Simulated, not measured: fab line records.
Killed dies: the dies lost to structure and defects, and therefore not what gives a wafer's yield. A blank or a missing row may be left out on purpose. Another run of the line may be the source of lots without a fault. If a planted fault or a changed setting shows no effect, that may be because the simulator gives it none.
Chamber matching || flow n5-finfet || N5_BEOL_M4_CO_CAP_55 on cvd-co-02: 3 sister chambers
The step material Co, precursor CCTBA/H2, target thk 2 nm, time 102.1 s. 16 wafers are shown with their chamber, then 8 later ones without.

WAFERS PAIRED WITH THEIR CHAMBERS
{"wafer": "L952.1", "chamber": 2, "heater-power-w (W)": 234}
{"wafer": "L952.4", "chamber": 0, "heater-power-w (W)": 244}
{"wafer": "L952.6", "chamber": 2, "heater-power-w (W)": 242}
{"wafer": "L951.2", "chamber": 0, "heater-power-w (W)": 235}
{"wafer": "L951.3", "chamber": 1, "heater-power-w (W)": 223}
{"wafer": "L951.6", "chamber": 0, "heater-power-w (W)": 244}
{"wafer": "L953.1", "chamber": 0, "heater-power-w (W)": 237}
{"wafer": "L953.2", "chamber": 1, "heater-power-w (W)": 216}
{"wafer": "L953.5", "chamber": 1, "heater-power-w (W)": 219}
{"wafer": "L958.2", "chamber": 1, "heater-power-w (W)": 217}
{"wafer": "L958.3", "chamber": 0, "heater-power-w (W)": 246}
{"wafer": "L958.5", "chamber": 1, "heater-power-w (W)": 223}
{"wafer": "L966.2", "chamber": 0, "heater-power-w (W)": 243}
{"wafer": "L966.3", "chamber": 1, "heater-power-w (W)": 219}
{"wafer": "L966.4", "chamber": 0, "heater-power-w (W)": 242}
{"wafer": "L965.2", "chamber": 0, "heater-power-w (W)": 237}

SIGNATURES (averages over the wafers above)
{"reading": "heater-power-w", "chamber 0": 241.00, "chamber 1": 219.50, "chamber 2": 238.00, "scatter within a chamber": 3.84}
Rule: for a wafer and a chamber, the distance is found by dividing, reading by reading, the gap between the wafer's reading and the chamber's mean by the reading's scatter, squaring, summing and taking the root. If the next closest chamber is less than 2 further off than the closest, the wafer can't be placed; otherwise it belongs to the closest. The scatter: the root of (the sum of the squares of (reading less its chamber's mean) over the shown wafers, divided by (wafers less chambers)).

WAFERS MISSING THEIR CHAMBER
{"wafer": "L965.4", "heater-power-w (W)": 222}
{"wafer": "L965.5", "heater-power-w (W)": 249}
{"wafer": "L964.1", "heater-power-w (W)": 243}
{"wafer": "L964.4", "heater-power-w (W)": 247}
{"wafer": "L964.5", "heater-power-w (W)": 219}
{"wafer": "L967.2", "heater-power-w (W)": 228}
{"wafer": "L967.3", "heater-power-w (W)": 248}
{"wafer": "L967.6", "heater-power-w (W)": 242}

EACH ONE'S CHAMBER
{"wafer": "L965.4", "from the rows above": 1, "in truth": 1}
{"wafer": "L965.5", "from the rows above": "can't be placed: 0 or 2", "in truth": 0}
{"wafer": "L964.1", "from the rows above": "can't be placed: 0 or 2", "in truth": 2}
{"wafer": "L964.4", "from the rows above": "can't be placed: 0 or 2", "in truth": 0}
{"wafer": "L964.5", "from the rows above": 1, "in truth": 1}
{"wafer": "L967.2", "from the rows above": "can't be placed: 1 or 2 or 0", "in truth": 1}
{"wafer": "L967.3", "from the rows above": "can't be placed: 0 or 2", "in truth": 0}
{"wafer": "L967.6", "from the rows above": "can't be placed: 0 or 2", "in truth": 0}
2 of 8 placed correctly. These rows do not allow placing 6 (true chamber among the candidates in 6). Number placed wrongly: 0.
